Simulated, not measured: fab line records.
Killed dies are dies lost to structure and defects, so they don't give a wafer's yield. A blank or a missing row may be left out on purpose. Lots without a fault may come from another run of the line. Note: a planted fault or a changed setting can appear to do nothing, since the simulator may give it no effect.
Chamber matching / flow nandHarc / 4 sister chambers for NHARC_A_BLC_ETCH_16 on rieDiel-07
The step etches the open film in CF4, target depth 39 nm, time 65 s. 8 wafers are shown with their chamber, then 6 later ones without.

WAFERS, EACH WITH ITS CHAMBER
wafer=L550.5; chamber=3; showerheadPlenumPTorr (Torr)=1.83; rfVppV (V)=152.4
wafer=L554.4; chamber=1; showerheadPlenumPTorr (Torr)=1.80; rfVppV (V)=152.0
wafer=L559.4; chamber=2; showerheadPlenumPTorr (Torr)=1.69; rfVppV (V)=151.8
wafer=L559.5; chamber=0; showerheadPlenumPTorr (Torr)=1.76; rfVppV (V)=151.0
wafer=L559.6; chamber=1; showerheadPlenumPTorr (Torr)=1.80; rfVppV (V)=150.9
wafer=L562.1; chamber=3; showerheadPlenumPTorr (Torr)=1.83; rfVppV (V)=152.6
wafer=L562.3; chamber=0; showerheadPlenumPTorr (Torr)=1.76; rfVppV (V)=151.2
wafer=L562.5; chamber=2; showerheadPlenumPTorr (Torr)=1.68; rfVppV (V)=150.5

WAFERS MISSING THEIR CHAMBER
wafer=L563.2; showerheadPlenumPTorr (Torr)=1.76; rfVppV (V)=150.9
wafer=L563.3; showerheadPlenumPTorr (Torr)=1.68; rfVppV (V)=149.7
wafer=L563.6; showerheadPlenumPTorr (Torr)=1.76; rfVppV (V)=150.2
wafer=L567.1; showerheadPlenumPTorr (Torr)=1.83; rfVppV (V)=152.1
wafer=L567.3; showerheadPlenumPTorr (Torr)=1.68; rfVppV (V)=149.5
wafer=L567.4; showerheadPlenumPTorr (Torr)=1.76; rfVppV (V)=151.4

THE CHAMBER EACH PASSED THROUGH
wafer=L563.2; from the rows above=0; in truth=0
wafer=L563.3; from the rows above=2; in truth=2
wafer=L563.6; from the rows above=0; in truth=0
wafer=L567.1; from the rows above=3; in truth=3
wafer=L567.3; from the rows above=2; in truth=2
wafer=L567.4; from the rows above=0; in truth=0
Correct placement for 6 of the 6. Left unplaced by these rows: 0. Placed wrongly: 0.
How it was worked out, from the rows above alone: a wafer's distance from a chamber is the root of the sum, over the readings, of the square of ((its reading less the chamber's mean) divided by the reading's scatter). If the next closest chamber is less than 2 further off than the closest, the wafer can't be placed; otherwise it belongs to the closest. A chamber's mean is the mean of its shown wafers. The scatter: the root of (the sum of the squares of (reading less its chamber's mean) over the shown wafers, divided by (wafers less chambers)).
